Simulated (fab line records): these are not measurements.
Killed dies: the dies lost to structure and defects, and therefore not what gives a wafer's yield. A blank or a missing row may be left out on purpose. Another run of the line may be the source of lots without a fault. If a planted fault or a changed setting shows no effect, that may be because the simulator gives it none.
Matching of chambers -- flow nand harc -- 3 sister chambers for NHARC_THIN_TSV_DEP_47 on pecvd-03
The step deposits SiO2, target thk 200 nm. 14 wafers are shown with their chamber, then 7 later ones without.

== WAFERS, EACH WITH ITS CHAMBER ==
wafer,chamber,throttle valve pct (%),chamber pressure Torr (Torr)
L633.3,1,16.7,6.527
L633.4,0,16.2,6.500
L633.6,1,16.9,6.497
L646.1,2,16.0,6.499
L646.3,0,16.4,6.511
L646.5,2,16.3,6.521
L647.3,0,16.7,6.537
L647.4,2,16.6,6.492
L647.6,0,16.7,6.501
L649.1,1,16.9,6.517
L649.2,2,16.4,6.522
L649.6,2,16.6,6.506
L648.4,2,16.4,6.508
L648.5,1,16.8,6.516

SIGNATURES (means of the wafers above)
reading,chamber 0,chamber 1,chamber 2,scatter within a chamber
throttle valve pct,16.500,16.825,16.383,0.204
chamber pressure Torr,6.51225,6.51425,6.50800,0.0137
Rule: distance of a wafer from a chamber = root of the sum over the readings of ((wafer's reading minus chamber's mean) / reading's scatter) squared. The wafer belongs to the nearest chamber; if the next one is less than 2 further off, it can't be placed. How the scatter is found: for the shown wafers, subtract from each reading the mean of its chamber, square and add these, divide the total by (wafers less chambers), then take the root.

== WAFERS WITHOUT THEIR CHAMBER ==
wafer,throttle valve pct (%),chamber pressure Torr (Torr)
L648.6,16.7,6.505
L652.2,17.0,6.533
L652.5,16.4,6.505
L652.6,16.9,6.496
L656.4,16.7,6.505
L656.5,17.1,6.480
L656.6,16.8,6.479

== WHICH CHAMBER EACH WENT THROUGH ==
wafer,from the rows above,in truth
L648.6,can't be placed: 1 or 0 or 2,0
L652.2,can't be placed: 1 or 0 or 2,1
L652.5,can't be placed: 2 or 0 or 1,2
L652.6,can't be placed: 1 or 0 or 2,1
L656.4,can't be placed: 1 or 0 or 2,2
L656.5,can't be placed: 1 or 0 or 2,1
L656.6,can't be placed: 1 or 0 or 2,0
Correctly placed: 0 of 7. Not placeable from these rows: 7 (in 7, the candidates include the true chamber). 0 placed wrongly.
